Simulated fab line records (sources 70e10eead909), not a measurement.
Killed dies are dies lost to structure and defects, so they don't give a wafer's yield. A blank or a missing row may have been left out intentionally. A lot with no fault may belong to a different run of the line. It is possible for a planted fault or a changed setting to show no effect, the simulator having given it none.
Comparing a struck lot with a sound one / flow nand-harc / 41 steps out of a route of 1159
Sound: the wafers L187.2, L187.4, L187.5. Struck: wafers L182.2, L182.6. (L182.1 of the same lot was not struck and is left out.) The cause comes at the end.
For every step that has rows: the tool of each side, followed by ch and its chambers, followed by its first start. Under that, the readings that differ: sound wafers / struck wafers / difference of the means / sigmas: that difference in standard deviations of wafers without a fault.
alike: same words and numbers on both sides, and readings whose means sit less than 2 such deviations apart. not compared: any withheld reading, any reading some wafer has no value for, any bound like >300 that may hide the same value, and any number with overlapping values for which the record gives no deviation.
Wherever a step has rows on one side only, a row that says differs or no value, or a row with sigmas, the two part there. Numbers that don't overlap but have no deviation are shown without sigmas and don't part them. Lack of a reading on every wafer of one side parts them only where that side has two or more wafers.

NHARC_A_M0_CD_MEAS_09: target cd 80 nm.
  sound on cd-sem-02 ch 0, day 21 23:11; struck on cd-sem-02 ch 0, day 20 16:26
reading=cd-nm (nm); sound=79.7 79.3 78.1; struck=80.7 81.3; difference=+2.0; sigmas=+3
NHARC_A_M0_OVL_MEAS_10: pitch 160 nm.
  sound: overlay-02 at day 21 23:16; struck: overlay-01 at day 20 16:31
  alike: overlay-x-nm, overlay-y-nm
NHARC_A_M0_INSPECT_11:
  sound: defect-inspect-01 at day 21 23:18; struck: defect-inspect-02 at day 20 16:34
  alike: raw-defect-count
then, 3 steps without rows for these wafers: NHARC_A_M0_DESCUM_14 (chemistry O2, time 3 s); NHARC_A_M0_ETCH_34 (etches the open film in N2/H2, target depth 40 nm, overetch 12 nm, time 43.94 s); NHARC_A_M0_ETCH_15 (etches the open film in C4F8/Ar, target depth 150 nm, overetch 15 nm, time 82.5 s).
NHARC_A_M0_CD_MEAS_16:
  sound: cd-sem-01 at day 21 23:40; struck: cd-sem-03 at day 20 16:55
  alike: cd-nm
then, 2 steps without rows for these wafers: NHARC_A_M0_STRIP_18 (strips in N2/H2); NHARC_A_M0_STRIP_19 (strips in post etch residue remover, time 600 s).
NHARC_A_M0_DEGAS_28: time 60 s.
  sound: pvd-sputter-03 at day 22 00:17; struck: pvd-sputter-02 at day 20 17:32
  alike: heater-power-w
NHARC_A_M0_PRE_CLEAN_29: time 30 s.
  sound on pvd-sputter-03; struck on pvd-sputter-02
  alike: heater-power-w
then, 1 step without rows for these wafers: NHARC_A_M0_PVD_20 (deposits TaN, target thk 5 nm, time 8.06 s).
NHARC_A_M0_PVD_21: deposits Cu, target thk 30 nm, time 20.49 s.
  sound: pvd-sputter-03 at day 22 00:31; struck: pvd-sputter-02 at day 20 17:46
  alike: throttle-valve-pct
then, 4 steps without rows for these wafers: NHARC_A_M0_ECD_22 (material Cu, target thk 400 nm); NHARC_A_M0_ANNEAL_30 (time 90 s); NHARC_A_M0_CMP_23 (polishes, t overpolish 20 s, target thk 113.75 nm); NHARC_A_M0_SRD_25.
NHARC_A_M0_INSPECT_27:
  sound: defect-inspect-02 at day 22 01:51; struck: defect-inspect-02 at day 20 19:05
  alike: raw-defect-count
then, 1 step without rows for these wafers: NHARC_A_M0_PRE_CLEAN_31 (time 12 s).
NHARC_A_M0_DEP_32: deposits SiCN, target thk 30 nm.
  sound on pecvd-04 ch 0,2, day 22 02:06; struck on pecvd-04 ch 0,2, day 20 19:20
  alike: heater-power-w
then, 10 steps without rows for these wafers: NHARC_A_M1_DEP_00 (deposits SiOC, target thk 182.5 nm); NHARC_A_M1_DEHYDRATE_01 (time 120 s); NHARC_A_M1_HMDS_02 (time 30 s); NHARC_A_M1_COAT_34 (time 65 s); NHARC_A_M1_COAT_03 (resist thk 90 nm); NHARC_A_M1_SOFTBAKE_04 (time 55 s); NHARC_A_M1_EBR_05; NHARC_A_M1_EXPOSE_06 (exposes mask A M1, target cd 120 nm); NHARC_A_M1_PEB_07 (peb time 65 s); NHARC_A_M1_DEVELOP_08 (develop time 35 s).
NHARC_A_M1_CD_MEAS_09: target cd 120 nm.
  the record has rows for the sound wafers here (cd-sem-03 ch 0, day 22 03:14) and none for the struck ones
NHARC_A_M1_OVL_MEAS_10: pitch 240 nm.
  the record has rows for the sound wafers here (overlay-01, day 22 03:19) and none for the struck ones
NHARC_A_M1_INSPECT_11:
  the record has rows for the sound wafers here (defect-inspect-01, day 22 03:22) and none for the struck ones
then, 2 steps without rows for these wafers: NHARC_A_M1_DESCUM_14 (chemistry O2, time 3 s); NHARC_A_M1_ETCH_35 (etches the open film in N2/H2, target depth 40 nm, overetch 12 nm, time 43.94 s).
NHARC_A_M1_ETCH_15: etches the open film in C4F8/Ar, target depth 182.5 nm, time 91.2 s.
  the record has rows for the sound wafers here (rie-diel-10 ch 0,3) and none for the struck ones
NHARC_A_M1_CD_MEAS_16:
  the record has rows for the sound wafers here (cd-sem-02, day 22 03:47) and none for the struck ones
then, 1 step without rows for these wafers: NHARC_A_M1_STRIP_18 (strips in N2/H2).
NHARC_A_M1_ETCH_28: etches the open film in CF4/N2, target depth 30 nm, time 72.99 s.
  the record has rows for the sound wafers here (rie-diel-03 ch 1,2,3) and none for the struck ones
then, 1 step without rows for these wafers: NHARC_A_M1_STRIP_19 (strips in post etch residue remover, time 600 s).
NHARC_END_SORT_01:
  the record has rows for the struck wafers here (prober-01 ch 0, day 22 10:52) and none for the sound ones

== WHERE THEY PART ==
At NHARC_A_M0_CD_MEAS_09 first; at NHARC_END_SORT_01 last (within this record only).

WHY: what had been put in by the simulator
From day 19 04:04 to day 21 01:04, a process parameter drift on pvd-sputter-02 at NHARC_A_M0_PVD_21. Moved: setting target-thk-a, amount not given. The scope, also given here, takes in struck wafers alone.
